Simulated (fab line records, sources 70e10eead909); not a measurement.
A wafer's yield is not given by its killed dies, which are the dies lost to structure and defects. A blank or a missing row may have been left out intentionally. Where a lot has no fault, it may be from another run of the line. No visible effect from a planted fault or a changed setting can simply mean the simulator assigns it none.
Code-filled problem report in 8D (eight disciplines) form	flow nandHarc	the parts of the form that need people (team, actions taken, sign-off) are left out

1. THE PROBLEM
Wafers without a fault read 188.44 W, standard deviation 0.13; heaterPowerTotalW at NHARC_A_SGD_CUT_SOFTBAKE_04 reads a mean of 204.97 W on 6 wafers belonging to 2 lots. That is +99 or more standard deviations from the usual mean.
The step: time 55 s.
First observed at day 18 09:00: wafer L565.2, on lithoTrack-01. The record holds 42 wafers of 14 lots with a number at this step. Rule for "out" (also "out of limits"): further than 4 standard deviations from the usual mean. The rest of the wafers with a number are treated as sound.

2. WHAT THIS IS AND IS NOT
question	is	is not
which readings at this step	heaterPowerTotalW	-
which lots	L564, L565	L544, L545, L546, L549, L551, L552, L553, L554, L558, L559, L563, L567
which wafers of those lots	all that have a number	-
read on which tools	lithoTrack-01	lithoTrack-04, lithoTrack-06
when	from day 18 09:00	up to then (33 sound wafers); but 3 sound wafers of L567 came after

3. SUSPECTS, AND WHAT RULES EACH OUT
Counting: any tool at a process step up to the reading is kept as a suspect provided that every lot that is out went through it and no sound lot did after the first of them.
- cmp-03 at NHARC_A_STAIRCASE_CMP_450 (polishes SiO2, target thk 200 nm): kept. Every lot that is out went through it, starting with L565 (day 18 07:32), and after that it ran no sound lot; the last sound lot it ran before then is L559 (day 17 15:49).
- cmp-03 at NHARC_A_STAIRCASE_CMP_152 (polishes): kept. Every lot that is out went through it, starting with L565 (day 18 07:36), and after that it ran no sound lot; the last sound lot it ran before then is L559 (day 17 15:53).
- lithoTrack-01 at NHARC_A_SGD_CUT_SOFTBAKE_04 (time 55 s): kept. Every lot that is out went through it, starting with L565 (day 18 09:00), and after that it ran no sound lot; the last sound lot it ran before then is L559 (day 17 18:00). Its own heaterPowerTotalW readings are out on those wafers.
Left after counting: cmp-03 at NHARC_A_STAIRCASE_CMP_450, cmp-03 at NHARC_A_STAIRCASE_CMP_152, lithoTrack-01 at NHARC_A_SGD_CUT_SOFTBAKE_04.

4. THE CAUSE (what the simulator had put in)
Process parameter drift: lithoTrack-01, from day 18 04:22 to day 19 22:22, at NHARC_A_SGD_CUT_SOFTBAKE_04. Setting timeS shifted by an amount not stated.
3 suspects survive the count, and this tool is in that group.

5. THE CHAIN OF EFFECTS, in route order
Each row: a reading whose mean over the struck wafers that have a number lies more than 3 standard deviations from the usual. Scope: only readings with a usual standard deviation given in the record; hours: median across lots of the time from each lot's start at the first step in this table that gives one to its start at this step; sigmas: change in usual standard deviations.
hours	step	reading	usual	on struck wafers	change	sigmas
0	NHARC_A_SGD_CUT_SOFTBAKE_04	heaterPowerTotalW	188.44 W	204.97	+16.53	+99 or more
The process steps in it:
- NHARC_A_SGD_CUT_SOFTBAKE_04: time 55 s.
At these later measuring or inspecting steps, every struck wafer for which the step has a row has a number for every such reading, and none has moved that far: NHARC_A_SGD_CUT_INSPECT_11.

6. HOW IT WOULD HAVE BEEN CAUGHT EARLIER
First out-of-limits reading in this record: day 18 09:00, which is 5 hours after fault onset at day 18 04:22.
